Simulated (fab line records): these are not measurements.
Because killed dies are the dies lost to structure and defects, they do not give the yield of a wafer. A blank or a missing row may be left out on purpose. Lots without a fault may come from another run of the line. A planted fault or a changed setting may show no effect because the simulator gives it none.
Matching of chambers / flow n5 finfet / N5_GATE_CUT_CMP_61 on cmp-02: 4 sister chambers
The step polishes, stops on SiNx, t overpolish 3 s. 8 wafers are shown with their chamber, then 9 later ones without.

## WAFERS, EACH WITH ITS CHAMBER
wafer=L083.5; chamber=2; motor current A (A)=11.3
wafer=L084.4; chamber=0; motor current A (A)=13.0
wafer=L085.2; chamber=2; motor current A (A)=11.3
wafer=L085.3; chamber=1; motor current A (A)=10.9
wafer=L085.6; chamber=3; motor current A (A)=13.0
wafer=L086.2; chamber=1; motor current A (A)=10.5
wafer=L086.3; chamber=3; motor current A (A)=12.3
wafer=L086.4; chamber=0; motor current A (A)=12.6

## WAFERS WHOSE CHAMBER IS MISSING
wafer=L092.4; motor current A (A)=12.6
wafer=L092.5; motor current A (A)=13.5
wafer=L092.6; motor current A (A)=12.0
wafer=L094.1; motor current A (A)=11.3
wafer=L094.2; motor current A (A)=11.9
wafer=L094.3; motor current A (A)=10.1
wafer=L096.3; motor current A (A)=13.1
wafer=L096.5; motor current A (A)=11.8
wafer=L096.6; motor current A (A)=11.7

## THE CHAMBER EACH PASSED THROUGH
wafer=L092.4; from the rows above=can't be placed: 3 or 0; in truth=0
wafer=L092.5; from the rows above=can't be placed: 0 or 3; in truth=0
wafer=L092.6; from the rows above=can't be placed: 3 or 2 or 0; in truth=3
wafer=L094.1; from the rows above=can't be placed: 2 or 1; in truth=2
wafer=L094.2; from the rows above=can't be placed: 2 or 3 or 0 or 1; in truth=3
wafer=L094.3; from the rows above=can't be placed: 1 or 2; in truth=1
wafer=L096.3; from the rows above=can't be placed: 0 or 3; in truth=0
wafer=L096.5; from the rows above=can't be placed: 2 or 3 or 0 or 1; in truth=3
wafer=L096.6; from the rows above=can't be placed: 2 or 3 or 1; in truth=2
0 of 9 placed correctly. Cannot be placed on the basis of these rows: 9; the candidates contain the true chamber in 9. Number placed wrongly: 0.
How it was worked out, from the rows above alone: a wafer's distance from a chamber is the root of the sum, over the readings, of the square of ((its reading less the chamber's mean) divided by the reading's scatter). The wafer belongs to the nearest chamber; if the next one is less than 2 further off, it can't be placed. A chamber's mean is the mean of its shown wafers. The scatter is the square root of a quotient: the sum, over the shown wafers, of each reading's squared deviation from its chamber's mean, divided by wafers minus chambers.
